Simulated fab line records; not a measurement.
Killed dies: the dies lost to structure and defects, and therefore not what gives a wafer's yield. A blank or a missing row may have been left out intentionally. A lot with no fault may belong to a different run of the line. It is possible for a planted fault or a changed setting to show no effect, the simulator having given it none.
Shared-tool check :: flow nand harc :: Sampled: 12 lots, 36 wafers

== REASON IT WAS OPENED ==
At NHARC_A_BLC_OVL_MEAS_11 the reading overlay x nm is flagged on 3 of 12 lots. Fault-free wafers read 0.3 nm, with a standard deviation of 0.79.
Rule: flag the lot when none of its wafers has a number, or when each of its wafers that has one lies beyond 4 standard deviations from that mean. All remaining lots are regarded as sound.

lot: L445
measured: day 17 08:14
on: overlay-02
overlay x nm (nm), wafer by wafer: -0.4 -0.5 -0.2
flag: 

lot: L446
measured: day 17 12:56
on: overlay-01
overlay x nm (nm), wafer by wafer: 0.5 1.2 0.7
flag: 

lot: L449
measured: day 17 22:12
on: overlay-01
overlay x nm (nm), wafer by wafer: 1.2 0.7 0.8
flag: 

lot: L450
measured: day 18 22:32
on: overlay-01
overlay x nm (nm), wafer by wafer: 1.0 1.1 1.0
flag: 

lot: L457
measured: day 20 02:14
on: overlay-02
overlay x nm (nm), wafer by wafer: -1.1 -0.5 -0.3
flag: 

lot: L456
measured: day 20 02:46
on: overlay-01
overlay x nm (nm), wafer by wafer: -0.1 0.0 0.1
flag: 

lot: L455
measured: day 20 19:57
on: overlay-01
overlay x nm (nm), wafer by wafer: 0.3 0.3 0.2
flag: 

lot: L459
measured: day 20 22:42
on: overlay-02
overlay x nm (nm), wafer by wafer: 7.3 6.8 7.1
flag: FLAGGED

lot: L462
measured: day 21 15:01
on: overlay-01
overlay x nm (nm), wafer by wafer: 5.5 5.3 5.1
flag: FLAGGED

lot: L463
measured: day 22 15:50
on: overlay-02
overlay x nm (nm), wafer by wafer: 7.4 7.6 8.2
flag: FLAGGED

lot: L467
measured: day 22 23:02
on: overlay-02
overlay x nm (nm), wafer by wafer: -0.1 -0.7 -0.1
flag: 

lot: L466
measured: day 22 23:04
on: overlay-01
overlay x nm (nm), wafer by wafer: 0.1 0.0 -0.4
flag: 
Average over the flagged lots: 6.7 nm; offset from the usual +6.4 nm, equal to +8 standard deviations.

== WHICH TOOL RAN EACH LOT ==
3 process steps preceding the reading are held in the record, out of 1159 steps in the route. Each cell gives the tool, then ch followed by the chambers the sampled wafers passed through, then the start.
lot: L445
flag: 
NHARC_A_CONTACT_ETCH_137: har cap etch-03 ch 0,1, day 17 02:37
NHARC_A_CONTACT_CVD_19: cvd w-01 ch 0,1, day 17 08:00 or earlier
NHARC_A_BLC_EXPOSE_07: arfi scanner-03 ch 0, day 17 08:00

lot: L446
flag: 
NHARC_A_CONTACT_ETCH_137: har cap etch-03 ch 0,1, day 17 05:05
NHARC_A_CONTACT_CVD_19: cvd w-01 ch 0,1, day 17 12:42 or earlier
NHARC_A_BLC_EXPOSE_07: arfi scanner-02 ch 0, day 17 12:42

lot: L449
flag: 
NHARC_A_CONTACT_ETCH_137: har cap etch-02 ch 1, day 17 17:48
NHARC_A_CONTACT_CVD_19: cvd w-01 ch 0,1, day 17 21:58 or earlier
NHARC_A_BLC_EXPOSE_07: arfi scanner-03 ch 0, day 17 21:58

lot: L450
flag: 
NHARC_A_CONTACT_ETCH_137: har cap etch-03 ch 0,1, day 18 18:35
NHARC_A_CONTACT_CVD_19: cvd w-02 ch 0,1, day 18 22:19 or earlier
NHARC_A_BLC_EXPOSE_07: arfi scanner-01 ch 0, day 18 22:19

lot: L457
flag: 
NHARC_A_CONTACT_ETCH_137: har cap etch-01 ch 0,1, day 19 19:51
NHARC_A_CONTACT_CVD_19: cvd w-02 ch 0,1, day 20 02:00 or earlier
NHARC_A_BLC_EXPOSE_07: arfi scanner-01 ch 0, day 20 02:00

lot: L456
flag: 
NHARC_A_CONTACT_ETCH_137: har cap etch-03 ch 0,1, day 19 20:41
NHARC_A_CONTACT_CVD_19: cvd w-01 ch 0,1, day 20 02:32 or earlier
NHARC_A_BLC_EXPOSE_07: arfi scanner-02 ch 0, day 20 02:32

lot: L455
flag: 
NHARC_A_CONTACT_ETCH_137: har cap etch-03 ch 0,1, day 20 12:13
NHARC_A_CONTACT_CVD_19: cvd w-01 ch 0,1, day 20 19:44 or earlier
NHARC_A_BLC_EXPOSE_07: arfi scanner-02 ch 0, day 20 19:44

lot: L459
flag: FLAGGED
NHARC_A_CONTACT_ETCH_137: har cap etch-01 ch 0,1, day 20 18:13
NHARC_A_CONTACT_CVD_19: cvd w-01 ch 0,1, day 20 22:28 or earlier
NHARC_A_BLC_EXPOSE_07: arfi scanner-02 ch 0, day 20 22:28

lot: L462
flag: FLAGGED
NHARC_A_CONTACT_ETCH_137: har cap etch-02 ch 0,1, day 21 00:08
NHARC_A_CONTACT_CVD_19: cvd w-02 ch 0,1, day 21 14:47 or earlier
NHARC_A_BLC_EXPOSE_07: arfi scanner-02 ch 0, day 21 14:47

lot: L463
flag: FLAGGED
NHARC_A_CONTACT_ETCH_137: har cap etch-02 ch 0,1, day 22 11:27
NHARC_A_CONTACT_CVD_19: cvd w-01 ch 0,1, day 22 15:37 or earlier
NHARC_A_BLC_EXPOSE_07: arfi scanner-02 ch 0, day 22 15:37

lot: L467
flag: 
NHARC_A_CONTACT_ETCH_137: har cap etch-01 ch 0,1, day 22 15:28
NHARC_A_CONTACT_CVD_19: cvd w-02 ch 0,1, day 22 22:49 or earlier
NHARC_A_BLC_EXPOSE_07: arfi scanner-03 ch 0, day 22 22:49

lot: L466
flag: 
NHARC_A_CONTACT_ETCH_137: har cap etch-03 ch 0,1, day 22 14:14
NHARC_A_CONTACT_CVD_19: cvd w-01 ch 0,1, day 22 22:50 or earlier
NHARC_A_BLC_EXPOSE_07: arfi scanner-03 ch 0, day 22 22:50
What these steps do:
- NHARC_A_CONTACT_ETCH_137: etches the open film in C4F8/O2/Ar, time 132 s, target depth 1287 nm.
- NHARC_A_CONTACT_CVD_19: deposits W, target thk 300 nm, time 802 s.
- NHARC_A_BLC_EXPOSE_07: exposes mask A BLC, target cd 100 nm.
- NHARC_A_BLC_OVL_MEAS_11

== FLAGGED OVER TOTAL, TOOL BY TOOL (the gauges that took the reading come last) ==
step: NHARC_A_CONTACT_ETCH_137
tool: har cap etch-01
lots run: 3
flagged: 1
share of the flagged lots: some
sound lots run after its first flagged lot: 1 (L467)

step: NHARC_A_CONTACT_ETCH_137
tool: har cap etch-02
lots run: 3
flagged: 2
share of the flagged lots: some
sound lots run after its first flagged lot: 0

step: NHARC_A_CONTACT_ETCH_137
tool: har cap etch-03
lots run: 6
flagged: 0
share of the flagged lots: none
sound lots run after its first flagged lot: -

step: NHARC_A_CONTACT_CVD_19
tool: cvd w-01
lots run: 8
flagged: 2
share of the flagged lots: some
sound lots run after its first flagged lot: 1 (L466)

step: NHARC_A_CONTACT_CVD_19
tool: cvd w-02
lots run: 4
flagged: 1
share of the flagged lots: some
sound lots run after its first flagged lot: 1 (L467)

step: NHARC_A_BLC_EXPOSE_07
tool: arfi scanner-01
lots run: 2
flagged: 0
share of the flagged lots: none
sound lots run after its first flagged lot: -

step: NHARC_A_BLC_EXPOSE_07
tool: arfi scanner-02
lots run: 6
flagged: 3
share of the flagged lots: all
sound lots run after its first flagged lot: 0

step: NHARC_A_BLC_EXPOSE_07
tool: arfi scanner-03
lots run: 4
flagged: 0
share of the flagged lots: none
sound lots run after its first flagged lot: -

step: NHARC_A_BLC_OVL_MEAS_11
tool: overlay-01
lots run: 7
flagged: 1
share of the flagged lots: some
sound lots run after its first flagged lot: 1 (L466)

step: NHARC_A_BLC_OVL_MEAS_11
tool: overlay-02
lots run: 5
flagged: 2
share of the flagged lots: some
sound lots run after its first flagged lot: 1 (L467)
Because NHARC_A_CONTACT_CVD_19 lacks a start for some lots, the hours and order of its lots are taken from NHARC_A_BLC_EXPOSE_07.

== THE TABLE: WHAT IT ALLOWS ==
All flagged lots share 1 row of the table, namely arfi scanner-02 at NHARC_A_BLC_EXPOSE_07.
- arfi scanner-02 at NHARC_A_BLC_EXPOSE_07 ran 6 lots, 3 of them flagged. Last sound lot L455 at day 20 19:44, first flagged lot L459 at day 20 22:28; a fault beginning in between fits.
Just one tool remains: arfi scanner-02 at NHARC_A_BLC_EXPOSE_07.

== WHAT WAS PUT IN BY THE SIMULATOR ==
Scanner matching overlay: arfi scanner-02, from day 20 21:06 on, at NHARC_A_BLC_EXPOSE_07. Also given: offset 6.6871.
Lots struck among those shown: L459, L462, L463. This agrees with what the rule above found.
